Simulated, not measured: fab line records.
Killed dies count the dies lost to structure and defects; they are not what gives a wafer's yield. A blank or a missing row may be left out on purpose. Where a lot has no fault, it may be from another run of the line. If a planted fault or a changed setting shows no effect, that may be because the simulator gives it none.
fab line records	flow n5_finfet
record lots=4	wafers=12	last_day=17
route steps=1938 shown HKMG_FIN@436 GATE_CUT@465 BEOL_M4@1111 PASSIVATION@1936
lots untouched by any fault: they come from a run of this same line in which no faults occurred
start_h: start of the lot's first displayed wafer, in hours after the record's first day	wait_h: time in hours since the lot's previous step	" the same as in the row above	L1.1+2: a single row standing in for several wafers	- no value, or no start given	* or withheld: withheld	< > ~ a bound
route shown NAME@n: a module of which the file shows steps, and the number in the route of the first	usual: the fault-free wafers' mean and standard deviation	same: alike in all rows	chamber/n: place in a boat	sites: per-site readings	_std_site: the values' standard deviation	_edge_site: mean of outer sites minus mean of inner sites	radius_mm: for every site, how far away it sits from the centre of the wafer	mask NAME#n: copy n	behind: the tool/chamber that last shaped the wafer	hold: why the lot went on hold/how many hours it stayed there/how the hold came to an end	device: whichever transistor did not switch (one of n, p or np)	end of line: the route-end tests of the same wafers	a step with no rows: only its recipe	killed: not the wafer's yield, but the dies lost to structure and defects at the first sort	map: a wafer's dies, x killed, . not, _ none there
set.NAME: the setting that was run; set.NAME@STEP: the one run at that earlier step	model.NAME: the simulator's own value behind a step, which no gauge read
lots at selected steps of the route; one table per step, one row per wafer
services: a tool's chamber out of use, with start hour (start_h, from the record's first day; less than 0 if before it), hours out, and reason
## steps
# step N5_HKMG_FIN_STRIP_33
# recipe chemistry=N2/H2	temp_c=40	n2_flow_sccm=200	h2_flow_sccm=200	rf_frequency_hz=6e+07
# step N5_HKMG_FIN_STRIP_34
# recipe chemistry=CF4	resist=SiARC	power_w=300	bias_power_w=75	pressure_mtorr=50	cf4_flow_sccm=150	rf_frequency_hz=6e+07
# step N5_HKMG_FIN_ETCH_35
# recipe chemistry=N2/H2	target=SOC	target_depth_a=2158	ion_energy_ev=65	bias_w=5	source_w=3000	time_s=243.4	pressure_mtorr=30	n2_flow_sccm=200	h2_flow_sccm=200
# step N5_HKMG_FIN_STRIP_92
# recipe chemistry=N2/H2	material=SOC	time_s=20	power_w=500	temp_c=40	pressure_mtorr=50	rf_frequency_hz=6e+07	bias_power_w=8	h2_frac=0.5	n2_flow_sccm=300	h2_flow_sccm=300
# step N5_HKMG_FIN_WET_ETCH_18
# recipe chemistry=SC1	target=TiN	mix=1:1:5	temp_c=*	time_s=55	target_depth_nm=5.2	dry=ipa_marangoni	rinse_time_s=30	rinse_temp_c=23
# step N5_HKMG_FIN_STRIP_19
# recipe chemistry=N2/H2	power_w=2500	temp_c=300	h2_frac=0.65	time_s=360	pressure_mtorr=withheld	n2_flow_sccm=1750	h2_flow_sccm=3250
# step N5_HKMG_FIN_ALD_91
# recipe material=TiN	target_thk_a=10	temp_c=400	ald_precursor_family=TiCl4	ald_co_reactant=NH3	pulse_time_s=1	purge_time_s=3	co_reactant_purge_time_s=2	co_reactant_pulse_time_s=2	ald_cycles=47	pressure_torr=3
# step N5_HKMG_FIN_COAT_85
# recipe resist=SOC	temp_c=250	time_s=60	spin_rpm=1500	resist_thk_nm=300
# step N5_HKMG_FIN_ETCH_86
# recipe chemistry=N2/H2	target=SOC	target_depth_a=3932	stop_on=TiN	ion_energy_ev=100	bias_w=61	pressure_mtorr=30	source_w=850	n2_flow_sccm=200	h2_flow_sccm=200
# step N5_HKMG_FIN_STRIP_89
# recipe chemistry=N2/H2	material=SOC	time_s=20	power_w=500	temp_c=40	pressure_mtorr=50	rf_frequency_hz=6e+07	bias_power_w=8	h2_frac=0.5	n2_flow_sccm=300	h2_flow_sccm=300
# step N5_HKMG_FIN_WET_ETCH_87
# recipe chemistry=SC1	target=TiN	mix=1:2:40	temp_c=50	time_s=154.2	target_depth_nm=4.7	dry=ipa_marangoni	rinse_time_s=30	rinse_temp_c=23
# step N5_HKMG_FIN_STRIP_88
# recipe chemistry=N2/H2	power_w=2500	temp_c=300	h2_frac=0.65	time_s=360	pressure_mtorr=withheld	n2_flow_sccm=1750	h2_flow_sccm=3250
# step N5_HKMG_FIN_NWFM_ALD_20
# recipe material=TiAlC	target_thk_a=20	temp_c=300	ald_precursor_family=TiCl4	ald_co_reactant=TEA	pulse_time_s=3	purge_time_s=2	co_reactant_purge_time_s=2	co_reactant_pulse_time_s=10	ald_cycles=7	pressure_torr=3
# usual ald_cycles=7/0	heater_power_outer_w=282/33	heater_power_w=499/49	precursor_pulse_height_rel=1.000/0.019
# same co_reactant_pulse_time_s=10
lot.wafer	tool	chamber	start_h	wait_h	ald_cycles	heater_power_outer_w	heater_power_w	precursor_pulse_height_rel	model.TiAlC_of_HKMG_FIN_NWFM_ALD_20.thk_nm
L206.2	ald_metal-03	3	95.78	0.3	9	321	568	0.997	2.6
L206.3	"	0	"	"	9	237	437	1.006	2.6
L206.5	"	0	"	"	9	233	431	1.008	2.6
L207.4	ald_metal-01	0	102.25	0.1	7	316	551	0.995	2
L207.5	"	3	"	"	7	272	470	1.011	2
L207.6	"	2	"	"	7	294	530	1.018	2
L213.2	ald_metal-03	0	139.55	0.3	9	243	443	0.990	2.6
L213.4	"	1	"	"	9	246	459	1.009	2.6
L213.6	"	0	"	"	9	240	435	1.016	2.6
L226.3	ald_metal-03	3	220.70	0.1	7	321	575	0.988	2
L226.5	"	0	"	"	7	235	437	1.041	2
L226.6	"	3	"	"	7	321	575	0.968	2
# step N5_HKMG_FIN_ALD_71
# recipe material=TiN	target_thk_a=10	temp_c=400	ald_precursor_family=TiCl4	ald_co_reactant=NH3	pulse_time_s=1	purge_time_s=3	co_reactant_purge_time_s=2	co_reactant_pulse_time_s=2	ald_cycles=47	pressure_torr=3
# step N5_HKMG_FIN_COAT_66
# recipe resist=SOC	temp_c=250	time_s=60	spin_rpm=1500	resist_thk_nm=300
# step N5_HKMG_FIN_ETCH_67
# recipe chemistry=N2/H2	target=SOC	target_depth_a=3889	stop_on=TiN	ion_energy_ev=100	bias_w=61	pressure_mtorr=30	source_w=850	n2_flow_sccm=200	h2_flow_sccm=200
# step N5_HKMG_FIN_STRIP_90
# recipe chemistry=N2/H2	material=SOC	time_s=20	power_w=500	temp_c=40	pressure_mtorr=50	rf_frequency_hz=6e+07	bias_power_w=8	h2_frac=0.5	n2_flow_sccm=300	h2_flow_sccm=300
# step N5_HKMG_FIN_WET_ETCH_73
# recipe chemistry=SC1	mix=1:2:40	temp_c=50	time_s=42.3	target_depth_nm=1.3	dry=ipa_marangoni	rinse_time_s=30	rinse_temp_c=23
# step N5_HKMG_FIN_ETCHBACK_68
# recipe chemistry=Cl2/Ar	stop_on=HfO2	target_depth_a=5	pressure_mtorr=10	icp_w=600	bias_w=60	Cl2_flow_sccm=40	Ar_flow_sccm=60
# step N5_HKMG_FIN_STRIP_69
# recipe chemistry=N2/H2	power_w=2500	temp_c=300	h2_frac=0.65	time_s=360	pressure_mtorr=withheld	n2_flow_sccm=1750	h2_flow_sccm=3250
# step N5_HKMG_FIN_ALD_21
# recipe material=TiN	target_thk_a=15	temp_c=400	ald_precursor_family=TiCl4	ald_co_reactant=NH3	pulse_time_s=1	purge_time_s=3	co_reactant_purge_time_s=2	co_reactant_pulse_time_s=2	ald_cycles=68	pressure_torr=3
# step N5_HKMG_FIN_ALD_72
# recipe material=W	target_thk_a=20	temp_c=300	pressure_torr=7.5	ald_precursor_family=WF6	ald_co_reactant=B2H6	pulse_time_s=1	purge_time_s=2	co_reactant_purge_time_s=2	co_reactant_pulse_time_s=3	ald_cycles=7
# step N5_HKMG_FIN_W_FILL_22
# recipe material=W	target_thk_a=600	temp_c=400	pressure_torr=39.4	time_s=18.2
# step N5_HKMG_FIN_PRECLEAN_83
# recipe chemistry=DIW	time_s=57.5	temp_c=23
# step N5_HKMG_FIN_SRD_84
# recipe dry_time_s=32	dry=n2_spin	spin_rpm=1500
# step N5_HKMG_FIN_CMP_23
# recipe stop_on=SiNx	t_overpolish_s=10	post_cmp_clean=rinse_only	down_force_psi=4	platen_rpm=50.289	pad_velocity_m_s=1.0006	target_thk_nm=46.326
# step N5_HKMG_FIN_CMP_94
# recipe stop_on=SiNx	post_cmp_clean=w_dilute_nh4oh	t_overpolish_s=4.7	down_force_psi=4	platen_rpm=50.289	pad_velocity_m_s=1.0006	target_thk_nm=43.299
# step N5_GATE_CUT_ETCHBACK_00
# recipe chemistry=SF6/Cl2	target=W	pressure_mtorr=8	icp_w=900	bias_w=80	SF6_flow_sccm=40	Cl2_flow_sccm=60
# step N5_GATE_CUT_ETCH_56
# recipe chemistry=Cl2/Ar	target=TiN	target_depth_a=216	pressure_mtorr=10	icp_w=600	bias_w=60	Cl2_flow_sccm=40	Ar_flow_sccm=60
# step N5_GATE_CUT_ETCHBACK_30
# recipe chemistry=Cl2/Ar	target=TiN	target_depth_a=30	mode=isotropic	pressure_mtorr=10	icp_w=600	bias_w=60	Cl2_flow_sccm=40	Ar_flow_sccm=60
# step N5_GATE_CUT_VAPOR_ETCH_60
# recipe chemistry=BCl3/Cl2	target=HfO2	mode=isotropic
# step N5_GATE_CUT_ETCH_58
# recipe chemistry=CH3F/O2	target=SiNx	target_depth_a=170	time_s=128.6	ion_energy_ev=50	pressure_mtorr=30	source_w=415	bias_w=21	Ar_flow_sccm=150	CH3F_flow_sccm=30	O2_flow_sccm=20
# step N5_GATE_CUT_STRIP_59
# recipe chemistry=N2/H2	time_s=20	power_w=100	temp_c=40	pressure_mtorr=100	rf_frequency_hz=6e+07	bias_power_w=3	n2_flow_sccm=300	h2_flow_sccm=300
# step N5_GATE_CUT_PRECLEAN_31
# recipe temp_c=23	chemistry=DIW	time_s=300
# step N5_GATE_CUT_SRD_32
# recipe time_s=30	temp_c=23	rinse_liquid=diw	dry=ipa_marangoni
# step N5_GATE_CUT_SAC_CAP_01
# recipe material=SiNx	target_thk_a=240	temp_c=400	ald_precursor_family=SiH2I2	ald_co_reactant=N2/H2-plasma	pulse_time_s=1	ald_cycles=480	purge_time_s=2	co_reactant_purge_time_s=2	pressure_torr=2
# step N5_GATE_CUT_PECVD_57
# recipe material=SiNx	target_thk_a=210	temp_c=400	precursor=SiH4/NH3/N2	pressure_torr=1.5	rf_w=300
# step N5_GATE_CUT_CMP_02
# recipe stop_on=SiO2	t_overpolish_s=12.7	post_cmp_clean=alkaline_brush	down_force_psi=2.5	platen_rpm=51.8	pad_velocity_m_s=1.0307	target_thk_nm=0
# step N5_GATE_CUT_HM_DEP_46
# recipe material=SiO2	target_thk_a=1300	temp_c=400	precursor=TEOS/O2	pressure_torr=6.5	rf_w=900	teos_flow_sccm=161.4	gas=O2	flow_sccm=2650	time_s=26.6
# step N5_BEOL_M4_RC_MEAS_101
# usual DIBL_N=36.3/1.2	DIBL_P=36.7/1.5	IOFF_N=0.164/0.02	IOFF_N_85C=3.2/0.34	IOFF_N_LIN=0.075/0.0075	IOFF_N_LONG=5.57e-05/1.9e-06	IOFF_P=0.214/0.024	IOFF_P_LIN=0.101/0.009	IOFF_P_LONG=0.000107/6e-06	ION_N=673/8.5	ION_P=461/5.9	SS_N=71.6/0.44	SS_P=73.3/0.55	VT_N=249.4/2.4	VT_N_LONG=274.2/1.9	VT_N_LVT=98.3/2.8	VT_P=-250.0/2.3	VT_P_LONG=-274.8/2.3	VT_P_LVT=-98.8/2.4
lot.wafer	tool	chamber	start_h	wait_h	DIBL_N[mV/V]	DIBL_P[mV/V]	IOFF_N[nA/um]	IOFF_N_85C[nA/um]	IOFF_N_LIN[nA/um]	IOFF_N_LONG[nA/um]	IOFF_P[nA/um]	IOFF_P_LIN[nA/um]	IOFF_P_LONG[nA/um]	ION_N[uA/um]	ION_P[uA/um]	SS_N[mV/dec]	SS_P[mV/dec]	VT_N[mV]	VT_N_LONG[mV]	VT_N_LVT[mV]	VT_P[mV]	VT_P_LONG[mV]	VT_P_LVT[mV]
L206.2	prober-02	0	174.75	0.2	35.3	36.5	0.523	8.4	0.243	0.0001429	0.148	0.071	7.8e-05	745	442	71.5	73.6	215.8	240.3	64.5	-261.8	-289.0	-109.3
L206.3	"	0	"	"	35.0	35.6	0.486	8.1	0.231	0.0001427	0.143	0.069	7.7e-05	734	439	71.4	73.2	217.1	240.5	65.5	-262.3	-287.4	-107.3
L206.5	"	0	"	"	37.1	37.3	0.603	9.7	0.270	0.000145	0.165	0.076	7.6e-05	747	444	71.9	73.0	215.5	239.7	63.6	-258.9	-286.4	-106.0
L207.4	prober-01	0	189.46	0.5	33.7	33.1	0.113	2.3	0.056	5.48e-05	0.149	0.077	9.7e-05	659	450	71.1	72.2	256.6	273.1	104.0	-254.5	-279.5	-105.8
L207.5	"	0	"	"	36.2	36.5	0.157	3.0	0.072	5.46e-05	0.192	0.091	9.7e-05	671	459	71.8	72.8	252.7	276.2	98.8	-252.7	-277.9	-102.2
L207.6	"	0	"	"	36.8	36.6	0.163	3.1	0.072	5.53e-05	0.192	0.092	9.5e-05	671	454	71.8	73.9	252.7	278.0	99.2	-250.6	-276.7	-102.1
L213.2	prober-01	0	230.68	0.2	35.4	35.1	0.509	8.1	0.241	0.0001461	0.148	0.072	8.3e-05	738	449	71.5	73.0	216.9	238.5	64.7	-256.2	-282.9	-108.1
L213.4	"	0	"	"	37.1	37.1	0.639	10.0	0.290	0.0001478	0.173	0.079	8.4e-05	757	451	72.0	73.9	211.0	239.2	61.2	-259.6	-287.5	-106.1
L213.6	"	0	"	"	36.7	36.9	0.608	9.6	0.276	0.0001492	0.169	0.078	8.3e-05	750	456	71.8	73.5	212.8	238.5	62.8	-258.0	-283.4	-107.2
L226.3	prober-02	0	307.49	0.3	37.3	39.5	0.178	3.5	0.080	5.36e-05	0.237	0.109	0.000104	679	466	71.8	73.9	250.1	276.8	99.3	-250.4	-273.7	-98.3
L226.5	"	0	"	"	38.1	40.5	0.196	3.7	0.086	5.33e-05	0.242	0.109	0.000105	682	467	72.0	74.5	247.9	276.7	97.1	-249.3	-276.2	-98.4
L226.6	"	0	"	"	36.9	39.9	0.183	3.5	0.083	5.38e-05	0.241	0.112	0.000107	688	469	71.3	73.9	247.6	277.6	96.6	-249.9	-272.7	-98.8
# step N5_PASSIVATION_PROBE_49
# usual defect_limited_yield=91.2/1.5	killed_at_M0_to_M3=35/11	killed_at_M4_up=13/5.6	killed_at_contacts=13/6.3	killed_at_front_end=38/12	killed_at_other=3.7/2.9	killed_dies=104/18	killed_open=69/13	killed_short=34/8.3	sort_bin_4_leakage=0/0	sort_bin_5_function=5.2/0.95	sort_bin_6_memory=3.3/0.68	sort_bin_8_speed=0/0	sort_n_pass=1076/18	sort_yield_pct=91.2/1.5
# same gross_dies=1180	killed_at_back_side=0
lot.wafer	tool	chamber	start_h	wait_h	defect_limited_yield[%]	killed_at_M0_to_M3	killed_at_M4_up	killed_at_contacts	killed_at_front_end	killed_at_other	killed_dies	killed_open	killed_short	sort_bin_4_leakage[%]	sort_bin_5_function[%]	sort_bin_6_memory[%]	sort_bin_8_speed[%]	sort_n_pass	sort_yield_pct[%]
L206.2	prober-01	-	268.15	0.1	91.8	28	23	8	36	2	97	66	29	60.17	4.6	3.6	0	373	31.6
L206.3	prober-01	-	268.20	0.1	92.4	33	16	7	31	3	90	64	25	47.63	4.6	2.7	0.17	526	44.6
L206.5	prober-01	-	268.30	0.2	90.5	33	23	11	41	4	112	76	36	80.68	5.8	3.5	0	116	9.8
L207.4	prober-01	-	283.71	0.2	91.5	27	27	10	34	2	100	76	20	0	5.1	3.1	0	1080	91.5
L207.5	prober-01	-	283.76	0.2	90.3	25	35	11	34	9	114	75	39	0	5.5	4.0	0	1066	90.3
L207.6	prober-01	-	283.81	0.3	90.8	37	16	7	41	7	108	71	37	0	5.6	3.2	0	1072	90.8
L213.2	prober-01	-	337.89	0.1	92.8	32	9	8	29	7	85	52	30	52.29	4.2	2.9	0	478	40.5
L213.4	prober-01	-	337.99	0.2	87.5	66	11	6	59	6	148	96	48	82.03	7.5	4.6	0	64	5.4
L213.6	prober-01	-	338.09	0.3	92.0	36	9	11	34	4	94	59	31	80.59	3.8	4.2	0	135	11.4
L226.3	prober-01	-	411.96	0.1	92.4	23	12	22	27	6	90	63	27	0	4.3	3.1	0	1090	92.4
L226.5	prober-01	-	412.06	0.2	92.9	26	12	14	30	2	84	61	22	0	4.2	2.7	0	1096	92.9
L226.6	prober-01	-	412.11	0.3	92.8	22	11	23	28	1	85	56	26	0	4.4	2.6	0	1095	92.8
# killed by level:class
L206.2 BEOL_M4:geometric_particle:short=9 FIN_SAQP:geometric_particle:open=8 BEOL_M3:geometric_particle:open=7 BEOL_M5:geometric_particle:open=7 MOL_CONTACT_COAG:geometric_particle:open=6 BEOL_M0_SAQP:geometric_particle:open=6 GATE_CUT:geometric_particle:short=5 BEOL_M2:geometric_particle:open=5
L206.3 BEOL_M3:geometric_particle:open=13 FIN_SAQP:geometric_particle:open=7 BEOL_M4:geometric_particle:open=7 GATE_CUT:geometric_particle:open=6 MOL_CONTACT_COAG:geometric_particle:open=6 GATE_CUT:geometric_particle:short=5 BEOL_M0_SAQP:geometric_particle:short=5 BEOL_M2:geometric_particle:open=5
L206.5 BEOL_M3:geometric_particle:open=18 GATE_CUT:geometric_particle:open=17 GATE_CUT:geometric_particle:short=10 BEOL_M4:geometric_particle:open=9 MOL_CONTACT_COAG:geometric_particle:open=8 BEOL_M3:geometric_particle:short=5 BEOL_M0_SAQP:geometric_particle:open=4 MOL_CONTACT_COAG:geometric_particle:short=3
L207.4 STI_FIN_REVEAL:geometric_particle:open=21 BEOL_M4:geometric_particle:open=16 MOL_CONTACT_COAG:geometric_particle:open=7 BEOL_M3:geometric_particle:open=7 BEOL_M0_SAQP:geometric_particle:short=5 FIN_SAQP:geometric_particle:open=4 FIN_SAQP:geometric_particle:short=4 MOL_CONTACT_COAG:geometric_particle:short=3
L207.5 BEOL_M4:geometric_particle:open=15 MOL_CONTACT_COAG:geometric_particle:open=11 GATE_CUT:geometric_particle:short=10 STI_FIN_REVEAL:geometric_particle:open=8 BEOL_M3:geometric_particle:open=8 BEOL_M7:geometric_particle:open=7 BEOL_M0_SAQP:geometric_particle:open=5 BEOL_M4:geometric_particle:short=5
L207.6 STI_FIN_REVEAL:geometric_particle:open=14 BEOL_M2:geometric_particle:open=10 BEOL_M1:geometric_particle:open=10 GATE_CUT:geometric_particle:short=9 MOL_CONTACT_COAG:geometric_particle:open=7 BEOL_M4:geometric_particle:open=7 BEOL_M3:geometric_particle:open=6 BEOL_M4:geometric_particle:short=6
L213.2 BEOL_M0_SAQP:geometric_particle:open=15 STI_FIN_REVEAL:geometric_particle:open=7 MOL_CONTACT_COAG:geometric_particle:open=5 BEOL_M0_SAQP:geometric_particle:short=5 BEOL_M2:geometric_particle:open=5 BEOL_M4:geometric_particle:open=4 FIN_SAQP:geometric_particle:short=3 GATE_CUT:geometric_particle:short=3
L213.4 BEOL_M0_SAQP:geometric_particle:open=27 STI_FIN_REVEAL:geometric_particle:open=20 BEOL_M0_SAQP:geometric_particle:short=19 BEOL_M1:geometric_particle:open=9 FIN_SAQP:geometric_particle:short=6 FIN_SAQP:geometric_particle:open=5 MOL_CONTACT_COAG:geometric_particle:open=5 BEOL_M2:geometric_particle:open=5
L213.6 BEOL_M0_SAQP:geometric_particle:open=10 BEOL_M0_SAQP:geometric_particle:short=10 STI_FIN_REVEAL:geometric_particle:open=8 MOL_CONTACT_COAG:geometric_particle:open=8 BEOL_M3:geometric_particle:open=8 FIN_SAQP:geometric_particle:short=7 BEOL_M4:geometric_particle:open=6 BEOL_M2:geometric_particle:open=5
L226.3 MOL_CONTACT_COAG:geometric_particle:open=19 STI_FIN_REVEAL:geometric_particle:open=7 BEOL_M0_SAQP:geometric_particle:short=7 BEOL_M2:geometric_particle:open=6 FIN_SAQP:geometric_particle:short=4 BEOL_M0_SAQP:geometric_particle:open=4 BEOL_M7:geometric_particle:open=4 STARTING-WAFER:geometric_particle:open=4
L226.5 BEOL_M2:geometric_particle:open=15 MOL_CONTACT_COAG:geometric_particle:open=11 FIN_SAQP:geometric_particle:open=8 BEOL_M4:geometric_particle:open=6 BEOL_M0_SAQP:geometric_particle:short=4 STI_FIN_REVEAL:geometric_particle:short=3 STI_FIN_REVEAL:geometric_particle:open=3 GATE_CUT:geometric_particle:open=3
L226.6 MOL_CONTACT_COAG:geometric_particle:open=19 STI_FIN_REVEAL:geometric_particle:open=8 FIN_SAQP:geometric_particle:short=6 BEOL_M2:geometric_particle:open=5 MOL_CONTACT_COAG:geometric_particle:short=4 BEOL_M0_SAQP:geometric_particle:short=4 BEOL_M7:geometric_particle:open=4 FIN_SAQP:geometric_particle:open=3
# map L206.5 (x killed, . not)
_________________............________________
______________...........x......_____________
___________..........x.............__________
__________..........x.......x.x...x._________
________................x....x........_______
_______...............x........x.....xx______
______..................x...........x..._____
_____............x....x..............x...____
____.......x.....x...x.....x.......x....x.___
___....xx..........................x.......__
___........x...............................__
__..........x.....................xx........_
__.......................x.x......x........._
_.....x..x....x........x............x........
_...x.............x..........................
_..x............xx.......x.............x...x.
_x..xx..x........x...................x...xxx.
_........x.......x.....x.....................
_..............x...x..................x...x..
_xx..xx..........x...xx..........x.x.........
_.............xx.............................
__..............x..........................._
__....x.x...x..........x.....xx....x...x.x.._
___..x..........x............x.........x...__
___.............x.............x........x.x.__
____x........................x.....x......___
_____.......x............................____
______x.....................x..........._____
_______....x.x.......x...x.............______
________...........x.....x............_______
__________........xx............x..x_________
___________....x....x.....x........__________
______________x......x.........._____________
_________________............________________
# map L213.4 (x killed, . not)
_________________x......xxx..________________
______________..x.....x........._____________
___________.x.....x.........x......__________
__________...x........x..........x.._________
________..................x.x.....xx.._______
_______.............x..x.x..xx........x______
______.......x.x.......x.x.............._____
_____..xx...........x........x..x...x...x____
____.....x.x...........................x..___
___.........x...x.x..xx...x.x..............__
___..x....x................xx..............__
__...........x.........x....x............x.._
__....x.................x......x............_
_...x.......xx...x..x..x.x.xx................
_........x........x..........................
_.......x......x....x........x..xx...x..x....
_.........x.....x....x...x..................x
_..xx........................x.x.............
_x..x.....x........x.xx.....xx....x..........
_..............x.......x...x.....x...x...x...
_......xx.........................x..........
__.........x.....xx.xxx.......x............._
__......x........x...........x.......x...x.._
___x....x..x....x.....................x....__
___.......................x......x.........__
____x.x....xx........xx...................___
_____........x.........x.xx...x........x.____
______.................................._____
_______.....................x..x.......______
________.....x...............xx..xx..._______
__________............x............._________
___________.x......x.......x.......__________
______________..x.....x.xxx....._____________
_________________..x.........________________
## services
tool	chamber	start_h	hours	kind
ald_metal-01	-	97.34	2.8	pm
ald_metal-01	0	132.30	3.4	repair
ald_metal-03	3	141.46	3.9	repair
ald_metal-01	1	155.90	6.0	repair
ald_metal-03	1	160.26	65.4	repair
## key
first_sign step=N5_HKMG_FIN_NWFM_ALD_20	reading=ald_cycles	direction=up	sigmas=99+	usual=*	struck=*
effect step=N5_BEOL_M4_RC_MEAS_101	reading=IOFF_N_LONG	direction=up	sigmas=48	usual=5.57e-05	struck=0.0001456
effect step=N5_BEOL_M4_RC_MEAS_101	reading=IOFF_N_LIN	direction=up	sigmas=24	usual=0.075	struck=0.258
effect step=N5_BEOL_M4_RC_MEAS_101	reading=IOFF_N	direction=up	sigmas=20	usual=0.164	struck=0.561
effect step=N5_BEOL_M4_RC_MEAS_101	reading=VT_N_LONG	direction=down	sigmas=19	usual=274.2	struck=239.5
effect step=N5_BEOL_M4_RC_MEAS_101	reading=IOFF_N_85C	direction=up	sigmas=17	usual=3.2	struck=9.0
effect step=N5_BEOL_M4_RC_MEAS_101	reading=VT_N	direction=down	sigmas=14	usual=249.4	struck=214.8
effect step=N5_BEOL_M4_RC_MEAS_101	reading=VT_N_LVT	direction=down	sigmas=12	usual=98.3	struck=63.7
effect step=N5_BEOL_M4_RC_MEAS_101	reading=ION_N	direction=up	sigmas=8.5	usual=673	struck=745
effect step=N5_BEOL_M4_RC_MEAS_101	reading=VT_P_LONG	direction=down	sigmas=4.9	usual=-274.8	struck=-286.1
effect step=N5_BEOL_M4_RC_MEAS_101	reading=IOFF_P_LONG	direction=down	sigmas=4.5	usual=0.000107	struck=8e-05
effect step=N5_BEOL_M4_RC_MEAS_101	reading=VT_P	direction=down	sigmas=4.1	usual=-250.0	struck=-259.5
effect step=N5_BEOL_M4_RC_MEAS_101	reading=VT_P_LVT	direction=down	sigmas=3.6	usual=-98.8	struck=-107.3
effect step=N5_PASSIVATION_PROBE_49	reading=sort_bin_4_leakage	direction=up	sigmas=99+	usual=0	struck=67.23
model_effect step=N5_HKMG_FIN_NWFM_ALD_20	value=TiAlC_of_HKMG_FIN_NWFM_ALD_20.thk_nm	without=2	struck=2.6
met_at N5_HKMG_FIN_NWFM_ALD_20
struck_wafers L206.2,L206.3,L206.5,L213.2,L213.4,L213.6
fault kind=process_parameter_drift	tool=ald_metal-03	chamber=-	onset_h=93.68	steps=N5_HKMG_FIN_NWFM_ALD_20	channel=ald_cycles	offset=*	shape=step	end_h=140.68	acts_in=*	stated=*
